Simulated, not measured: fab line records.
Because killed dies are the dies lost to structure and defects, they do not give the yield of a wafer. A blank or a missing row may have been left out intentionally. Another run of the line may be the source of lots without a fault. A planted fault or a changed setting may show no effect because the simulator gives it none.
Chamber matching || flow nand_harc || NHARC_P_M0_DEP_32 on pecvd-04 has 3 sister chambers
The step deposits SiCN, target thk 30 nm. 3 wafers are shown with their chamber, then 12 later ones without.

## WAFERS, EACH WITH ITS CHAMBER
{"wafer": "L093.1", "chamber": 0, "heater_power_w (W)": 684}
{"wafer": "L093.2", "chamber": 1, "heater_power_w (W)": 585}
{"wafer": "L093.3", "chamber": 2, "heater_power_w (W)": 589}

## WAFERS WITHOUT THEIR CHAMBER
{"wafer": "L094.1", "heater_power_w (W)": 696}
{"wafer": "L094.3", "heater_power_w (W)": 601}
{"wafer": "L094.5", "heater_power_w (W)": 593}
{"wafer": "L095.2", "heater_power_w (W)": 579}
{"wafer": "L095.4", "heater_power_w (W)": 579}
{"wafer": "L095.5", "heater_power_w (W)": 584}
{"wafer": "L097.1", "heater_power_w (W)": 733}
{"wafer": "L097.2", "heater_power_w (W)": 572}
{"wafer": "L097.3", "heater_power_w (W)": 555}
{"wafer": "L096.1", "heater_power_w (W)": 666}
{"wafer": "L096.4", "heater_power_w (W)": 696}
{"wafer": "L096.5", "heater_power_w (W)": 553}

## EACH ONE'S CHAMBER
{"wafer": "L094.1", "from the rows above": 0, "in truth": 0}
{"wafer": "L094.3", "from the rows above": "can't be placed: 2 or 1", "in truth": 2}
{"wafer": "L094.5", "from the rows above": "can't be placed: 2 or 1", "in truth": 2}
{"wafer": "L095.2", "from the rows above": "can't be placed: 1 or 2", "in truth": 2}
{"wafer": "L095.4", "from the rows above": "can't be placed: 1 or 2", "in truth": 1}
{"wafer": "L095.5", "from the rows above": "can't be placed: 1 or 2", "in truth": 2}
{"wafer": "L097.1", "from the rows above": 0, "in truth": 0}
{"wafer": "L097.2", "from the rows above": "can't be placed: 1 or 2", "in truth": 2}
{"wafer": "L097.3", "from the rows above": "can't be placed: 1 or 2", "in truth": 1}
{"wafer": "L096.1", "from the rows above": 0, "in truth": 0}
{"wafer": "L096.4", "from the rows above": 0, "in truth": 0}
{"wafer": "L096.5", "from the rows above": "can't be placed: 1 or 2", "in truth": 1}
Correctly placed: 4 of 12. Unplaceable from these rows: 8, with the true chamber sitting among the candidates in 8. Wrongly placed: 0.
How it was worked out, from the rows above alone: a wafer's distance from a chamber is the root of the sum, over the readings, of the square of ((its reading less the chamber's mean) divided by the reading's scatter). The wafer belongs to the nearest chamber; if the next one is less than 2 further off, it can't be placed. Each chamber's mean is taken over the wafers shown for it. The scatter: root of mean squared gap, hidden wafer to nearest shown wafer, with one shown wafer a chamber.
